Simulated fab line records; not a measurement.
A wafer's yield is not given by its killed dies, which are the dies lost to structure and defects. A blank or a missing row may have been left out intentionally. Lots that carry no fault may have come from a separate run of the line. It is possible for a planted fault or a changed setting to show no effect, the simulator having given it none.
Matching of chambers / flow n5-finfet / N5_DUMMY_GATE_STRIP_41 on rie-diel-02 has 4 sister chambers
The step strips in O2. 24 wafers are shown with their chamber, then 12 later ones without.

== EACH WAFER AND ITS CHAMBER ==
wafer=L074.2; chamber=3; drypump-motor-current-A (A)=5.9; showerhead-plenum-p-Torr (Torr)=2.02; throttle-valve-pct (%)=16.57
wafer=L074.5; chamber=2; drypump-motor-current-A (A)=6.1; showerhead-plenum-p-Torr (Torr)=2.06; throttle-valve-pct (%)=16.60
wafer=L074.6; chamber=3; drypump-motor-current-A (A)=5.9; showerhead-plenum-p-Torr (Torr)=2.02; throttle-valve-pct (%)=16.59
wafer=L078.1; chamber=0; drypump-motor-current-A (A)=4.8; showerhead-plenum-p-Torr (Torr)=2.17; throttle-valve-pct (%)=17.00
wafer=L078.3; chamber=3; drypump-motor-current-A (A)=5.9; showerhead-plenum-p-Torr (Torr)=2.02; throttle-valve-pct (%)=16.59
wafer=L078.5; chamber=0; drypump-motor-current-A (A)=4.8; showerhead-plenum-p-Torr (Torr)=2.17; throttle-valve-pct (%)=16.99
wafer=L082.1; chamber=3; drypump-motor-current-A (A)=5.9; showerhead-plenum-p-Torr (Torr)=2.02; throttle-valve-pct (%)=16.62
wafer=L082.3; chamber=2; drypump-motor-current-A (A)=6.1; showerhead-plenum-p-Torr (Torr)=2.05; throttle-valve-pct (%)=16.62
wafer=L082.4; chamber=1; drypump-motor-current-A (A)=5.6; showerhead-plenum-p-Torr (Torr)=2.02; throttle-valve-pct (%)=16.89
wafer=L086.1; chamber=0; drypump-motor-current-A (A)=4.8; showerhead-plenum-p-Torr (Torr)=2.16; throttle-valve-pct (%)=17.03
wafer=L086.4; chamber=3; drypump-motor-current-A (A)=5.9; showerhead-plenum-p-Torr (Torr)=2.01; throttle-valve-pct (%)=16.63
wafer=L086.6; chamber=1; drypump-motor-current-A (A)=5.6; showerhead-plenum-p-Torr (Torr)=2.02; throttle-valve-pct (%)=16.89
wafer=L088.2; chamber=3; drypump-motor-current-A (A)=5.9; showerhead-plenum-p-Torr (Torr)=2.01; throttle-valve-pct (%)=16.63
wafer=L088.4; chamber=2; drypump-motor-current-A (A)=6.0; showerhead-plenum-p-Torr (Torr)=2.05; throttle-valve-pct (%)=16.66
wafer=L088.5; chamber=3; drypump-motor-current-A (A)=5.9; showerhead-plenum-p-Torr (Torr)=2.01; throttle-valve-pct (%)=16.63
wafer=L089.2; chamber=0; drypump-motor-current-A (A)=4.8; showerhead-plenum-p-Torr (Torr)=2.16; throttle-valve-pct (%)=17.05
wafer=L089.4; chamber=1; drypump-motor-current-A (A)=5.6; showerhead-plenum-p-Torr (Torr)=2.02; throttle-valve-pct (%)=16.90
wafer=L089.5; chamber=3; drypump-motor-current-A (A)=5.9; showerhead-plenum-p-Torr (Torr)=2.01; throttle-valve-pct (%)=16.63
wafer=L090.1; chamber=1; drypump-motor-current-A (A)=5.6; showerhead-plenum-p-Torr (Torr)=2.02; throttle-valve-pct (%)=16.91
wafer=L090.4; chamber=3; drypump-motor-current-A (A)=5.9; showerhead-plenum-p-Torr (Torr)=2.01; throttle-valve-pct (%)=16.64
wafer=L090.5; chamber=1; drypump-motor-current-A (A)=5.6; showerhead-plenum-p-Torr (Torr)=2.02; throttle-valve-pct (%)=16.90
wafer=L091.1; chamber=1; drypump-motor-current-A (A)=5.6; showerhead-plenum-p-Torr (Torr)=2.01; throttle-valve-pct (%)=16.93
wafer=L091.4; chamber=2; drypump-motor-current-A (A)=6.1; showerhead-plenum-p-Torr (Torr)=2.05; throttle-valve-pct (%)=16.65
wafer=L091.6; chamber=0; drypump-motor-current-A (A)=4.8; showerhead-plenum-p-Torr (Torr)=2.16; throttle-valve-pct (%)=17.06

SIGNATURES (averages over the wafers above)
reading=drypump-motor-current-A; chamber 0=4.800; chamber 1=5.600; chamber 2=6.075; chamber 3=5.900; scatter within a chamber=0.0194
reading=showerhead-plenum-p-Torr; chamber 0=2.1640; chamber 1=2.0183; chamber 2=2.0525; chamber 3=2.0144; scatter within a chamber=0.005
reading=throttle-valve-pct; chamber 0=17.0260; chamber 1=16.9033; chamber 2=16.6325; chamber 3=16.6144; scatter within a chamber=0.0244
Rule: for each reading, subtract the chamber's mean from the wafer's reading, divide by that reading's scatter and square the result; add these up over the readings and take the root, which gives the wafer's distance from the chamber. If the next closest chamber is less than 2 further off than the closest, the wafer can't be placed; otherwise it belongs to the closest. The scatter: the root of (the sum of the squares of (reading less its chamber's mean) over the shown wafers, divided by (wafers less chambers)).

== WAFERS WITHOUT THEIR CHAMBER ==
wafer=L092.1; drypump-motor-current-A (A)=5.9; showerhead-plenum-p-Torr (Torr)=2.01; throttle-valve-pct (%)=16.65
wafer=L092.2; drypump-motor-current-A (A)=5.6; showerhead-plenum-p-Torr (Torr)=2.01; throttle-valve-pct (%)=16.91
wafer=L092.5; drypump-motor-current-A (A)=4.8; showerhead-plenum-p-Torr (Torr)=2.16; throttle-valve-pct (%)=17.05
wafer=L093.1; drypump-motor-current-A (A)=5.9; showerhead-plenum-p-Torr (Torr)=2.01; throttle-valve-pct (%)=16.65
wafer=L093.3; drypump-motor-current-A (A)=5.6; showerhead-plenum-p-Torr (Torr)=2.01; throttle-valve-pct (%)=16.93
wafer=L093.5; drypump-motor-current-A (A)=6.1; showerhead-plenum-p-Torr (Torr)=2.05; throttle-valve-pct (%)=16.66
wafer=L094.1; drypump-motor-current-A (A)=6.0; showerhead-plenum-p-Torr (Torr)=2.04; throttle-valve-pct (%)=16.69
wafer=L094.4; drypump-motor-current-A (A)=5.6; showerhead-plenum-p-Torr (Torr)=2.01; throttle-valve-pct (%)=16.93
wafer=L094.5; drypump-motor-current-A (A)=5.9; showerhead-plenum-p-Torr (Torr)=2.01; throttle-valve-pct (%)=16.66
wafer=L096.1; drypump-motor-current-A (A)=5.9; showerhead-plenum-p-Torr (Torr)=2.01; throttle-valve-pct (%)=16.65
wafer=L096.2; drypump-motor-current-A (A)=5.6; showerhead-plenum-p-Torr (Torr)=2.01; throttle-valve-pct (%)=16.93
wafer=L096.3; drypump-motor-current-A (A)=4.8; showerhead-plenum-p-Torr (Torr)=2.16; throttle-valve-pct (%)=16.57

== WHICH CHAMBER EACH ONE RAN IN ==
wafer=L092.1; from the rows above=3; in truth=3
wafer=L092.2; from the rows above=1; in truth=1
wafer=L092.5; from the rows above=0; in truth=0
wafer=L093.1; from the rows above=3; in truth=3
wafer=L093.3; from the rows above=1; in truth=1
wafer=L093.5; from the rows above=2; in truth=2
wafer=L094.1; from the rows above=2; in truth=2
wafer=L094.4; from the rows above=1; in truth=1
wafer=L094.5; from the rows above=3; in truth=3
wafer=L096.1; from the rows above=3; in truth=3
wafer=L096.2; from the rows above=1; in truth=1
wafer=L096.3; from the rows above=0; in truth=0
Placed correctly: 12 of 12. Can't be placed from these rows: 0. Wrongly placed: 0.
